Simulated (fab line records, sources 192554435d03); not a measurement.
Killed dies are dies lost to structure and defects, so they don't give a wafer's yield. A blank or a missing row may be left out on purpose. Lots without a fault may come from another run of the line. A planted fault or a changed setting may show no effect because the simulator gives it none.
Chamber matching | flow n5_finfet | N5_BEOL_M0_SAQP_PECVD_96 on pecvd-04: 3 sister chambers
The step deposits a-Si from SiH4/He, target thk 45 nm, time 45.2 s. 18 wafers are shown with their chamber, then 9 later ones without.

WAFERS WITH THEIR CHAMBER
wafer  | chamber | showerhead_plenum_p_Torr (Torr) | throttle_valve_pct (%) | heater_power_w (W)
L075.3 | 2       | 5.75                            | 16.9                   | 737
L075.4 | 1       | 5.57                            | 18.5                   | 722
L075.5 | 2       | 5.78                            | 16.9                   | 726
L076.1 | 0       | 5.64                            | 19.1                   | 809
L076.2 | 2       | 5.76                            | 17.3                   | 665
L076.5 | 1       | 5.58                            | 18.6                   | 759
L080.1 | 2       | 5.76                            | 17.3                   | 739
L080.2 | 1       | 5.58                            | 18.3                   | 654
L080.6 | 2       | 5.76                            | 17.0                   | 715
L081.2 | 1       | 5.58                            | 18.4                   | 758
L081.3 | 0       | 5.64                            | 19.1                   | 747
L081.4 | 1       | 5.58                            | 18.4                   | 776
L082.1 | 0       | 5.65                            | 19.3                   | 782
L082.2 | 2       | 5.75                            | 16.8                   | 690
L082.4 | 2       | 5.77                            | 16.9                   | 674
L084.1 | 2       | 5.75                            | 17.0                   | 653
L084.3 | 0       | 5.66                            | 19.1                   | 773
L084.5 | 1       | 5.58                            | 18.3                   | 762

SIGNATURES (means of the wafers above)
reading                  | chamber 0 | chamber 1 | chamber 2 | scatter within a chamber
showerhead_plenum_p_Torr | 5.6475    | 5.5783    | 5.7600    | 0.00879
throttle_valve_pct       | 19.150    | 18.417    | 17.012    | 0.152
heater_power_w           | 777.75    | 738.50    | 699.88    | 36.6
Rule: a wafer's distance from a chamber is the root of the sum, over the readings, of the square of ((its reading less the chamber's mean) divided by the reading's scatter). The wafer belongs to the nearest chamber; if the next one is less than 2 further off, it can't be placed. The scatter: the root of (the sum of the squares of (reading less its chamber's mean) over the shown wafers, divided by (wafers less chambers)).

WAFERS WITHOUT THEIR CHAMBER
wafer  | showerhead_plenum_p_Torr (Torr) | throttle_valve_pct (%) | heater_power_w (W)
L089.2 | 5.65                            | 19.1                   | 801
L089.4 | 5.76                            | 17.0                   | 734
L089.5 | 5.65                            | 19.3                   | 834
L092.3 | 5.66                            | 19.1                   | 737
L092.5 | 5.65                            | 19.2                   | 767
L092.6 | 5.59                            | 18.5                   | 780
L094.2 | 5.60                            | 18.0                   | 704
L094.4 | 5.75                            | 17.1                   | 723
L094.5 | 5.65                            | 19.1                   | 808

WHICH CHAMBER EACH WENT THROUGH
wafer  | from the rows above | in truth
L089.2 | 0                   | 0
L089.4 | 2                   | 2
L089.5 | 0                   | 0
L092.3 | 0                   | 0
L092.5 | 0                   | 0
L092.6 | 1                   | 1
L094.2 | 1                   | 1
L094.4 | 2                   | 2
L094.5 | 0                   | 0
Placed correctly: 9 of 9. Can't be placed from these rows: 0. Placed wrongly: 0.
